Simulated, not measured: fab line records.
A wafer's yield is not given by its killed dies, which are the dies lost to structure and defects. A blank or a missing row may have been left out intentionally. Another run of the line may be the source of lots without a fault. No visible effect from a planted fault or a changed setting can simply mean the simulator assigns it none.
Matching of chambers	flow nand-harc	4 sister chambers for NHARC_P_CONTACT_ETCH_35 on rie-diel-09
The step etches the open film in CF4, target depth 39 nm, time 65 s. 14 wafers are shown with their chamber, then 7 later ones without.

## WAFERS PAIRED WITH THEIR CHAMBERS
wafer	chamber	drypump-motor-current-A (A)	oes-product-au (a.u.)	throttle-valve-pct (%)
L584.1	0	5.7	0.982	13.288
L584.2	2	5.8	1.007	13.291
L584.5	2	5.8	0.996	13.293
L587.4	0	5.7	0.987	13.268
L587.5	1	6.3	0.998	13.291
L587.6	2	5.8	1.004	13.281
L589.3	0	5.7	0.990	13.264
L589.4	3	6.2	1.006	13.289
L589.6	0	5.7	0.999	13.291
L594.1	3	6.2	0.996	13.271
L594.3	1	6.2	0.989	13.285
L594.6	0	5.7	0.982	13.284
L596.2	1	6.3	1.004	13.300
L596.3	2	5.8	0.999	13.287

SIGNATURES (means of the wafers above)
reading	chamber 0	chamber 1	chamber 2	chamber 3	scatter within a chamber
drypump-motor-current-A	5.700	6.267	5.800	6.200	0.0258
oes-product-au	0.98800	0.99700	1.00150	1.00100	0.0066
throttle-valve-pct	13.27900	13.29200	13.28800	13.28000	0.00978
Rule: distance of a wafer from a chamber = root of the sum over the readings of ((wafer's reading minus chamber's mean) / reading's scatter) squared. If the next closest chamber is less than 2 further off than the closest, the wafer can't be placed; otherwise it belongs to the closest. How the scatter is found: for the shown wafers, subtract from each reading the mean of its chamber, square and add these, divide the total by (wafers less chambers), then take the root.

## WAFERS WITHOUT THEIR CHAMBER
wafer	drypump-motor-current-A (A)	oes-product-au (a.u.)	throttle-valve-pct (%)
L596.4	5.7	0.979	13.281
L602.3	5.7	0.987	13.270
L602.4	6.2	0.995	13.289
L602.5	6.2	1.003	13.287
L606.3	5.8	0.998	13.289
L606.4	6.2	1.017	13.285
L606.5	6.2	1.005	13.279

## WHICH CHAMBER EACH ONE RAN IN
wafer	from the rows above	in truth
L596.4	0	0
L602.3	0	0
L602.4	can't be placed: 3 or 1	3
L602.5	3	3
L606.3	2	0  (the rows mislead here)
L606.4	can't be placed: 3 or 1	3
L606.5	3	3
Placed correctly: 4 of 7. Can't be placed from these rows: 2 (the true chamber is among the candidates in 2). Wrongly placed: 1.
